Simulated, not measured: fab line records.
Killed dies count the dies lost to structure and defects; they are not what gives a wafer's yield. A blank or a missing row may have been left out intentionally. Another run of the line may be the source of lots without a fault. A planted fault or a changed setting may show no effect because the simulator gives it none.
3 desks, one fault | flow n5_finfet | every desk sees just its own numbers, and what lay behind them comes last

## THE DEFECT DESK
What the inspections along the route counted, lot by lot: means of the sampled wafers that have a number. Any lot whose mean is over 4 standard deviations away from the usual mean is out of limits and marked OUT; that distance is given in the brackets.
Columns: A = raw_defect_count at N5_BEOL_M14_INSPECT_55, usual 65
lot  | first seen here | A
L393 | day 11 07:25    | 74
L392 | day 11 21:06    | 46
L394 | day 11 23:38    | 58
L395 | day 12 14:07    | 42
L396 | day 12 14:13    | 56
L398 | day 12 14:32    | 65
L397 | day 12 18:08    | 69
L404 | day 14 12:11    | 49
L407 | day 15 21:18    | 73
L408 | day 15 23:20    | 77
L410 | day 16 09:52    | 54
L414 | day 17 07:11    | 68
L415 | day 17 09:14    | 46
This desk found nothing out of limits on any of the 13 lots.

## DESK OF THE TOOL OWNER: litho_track-04
The tool's own readings at N5_BEOL_M15_COAT_60 (time 60 s, resist thk 89 nm): means of the sampled wafers that have a number, for each lot that ran on this tool. Any lot whose mean is over 4 standard deviations away from the usual mean is out of limits and marked OUT; that distance is given in the brackets.
Columns: A = heater_power_total_W at N5_BEOL_M15_COAT_60, usual 391.9 W; B = run_length_s at N5_BEOL_M15_COAT_60, usual 66.15 s
lot  | first seen here | A                | B
L394 | day 12 01:41    | 391.8            | 65.95
L395 | day 12 16:22    | 392.9            | 65.95
L397 | day 12 20:33    | 392.3            | 65.89
L404 | day 14 14:22    | 404.7 (+9.2) OUT | 62.95 (-18) OUT
This desk finds L404 out of limits, L404 being first, at day 14 14:22 (heater_power_total_W at N5_BEOL_M15_COAT_60). L394, L395, L397: within limits.

## AT THE METROLOGY DESK
What the gauges read, lot by lot, whatever tool the lot ran on: means of the sampled wafers that have a number. Any lot whose mean is over 4 standard deviations away from the usual mean is out of limits and marked OUT; that distance is given in the brackets.
Columns: A = M15_OVL at N5_BEOL_M15_OVL_MEAS_29, usual 1 nm
lot  | first seen here | A
L393 | day 11 09:37    | -1
L392 | day 11 23:37    | 1
L394 | day 12 01:59    | 6
L395 | day 12 16:40    | -3
L396 | day 12 17:02    | -0
L398 | day 12 17:39    | -4
L397 | day 12 20:58    | 2
L404 | day 14 14:40    | 2
L407 | day 15 23:31    | -4
L408 | day 16 01:34    | 5
L410 | day 16 11:56    | 6
L414 | day 17 09:24    | -4
L415 | day 17 11:32    | 1
This desk found nothing out of limits on any of the 13 lots.

## TAKEN TOGETHER
On L404, at day 14 14:22, an alarm was possible from the tool owner's desk.
Nothing the defect desk looked at was out of limits.
From the metrology desk's view, nothing was out of limits.
The defect desk has L404 on record, within its limits.
The metrology desk has L404 on record, within its limits.
Every lot named ran N5_BEOL_M15_COAT_60 on litho_track-04.

## WHAT HAD BEEN PUT IN BY THE SIMULATOR
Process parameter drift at N5_BEOL_M15_COAT_60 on litho_track-04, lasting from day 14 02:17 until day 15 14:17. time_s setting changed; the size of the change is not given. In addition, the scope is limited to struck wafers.
Lots struck among those shown: L404.
Time in hours from fault onset to the first out-of-limits reading at each desk: the tool owner's desk, 12.
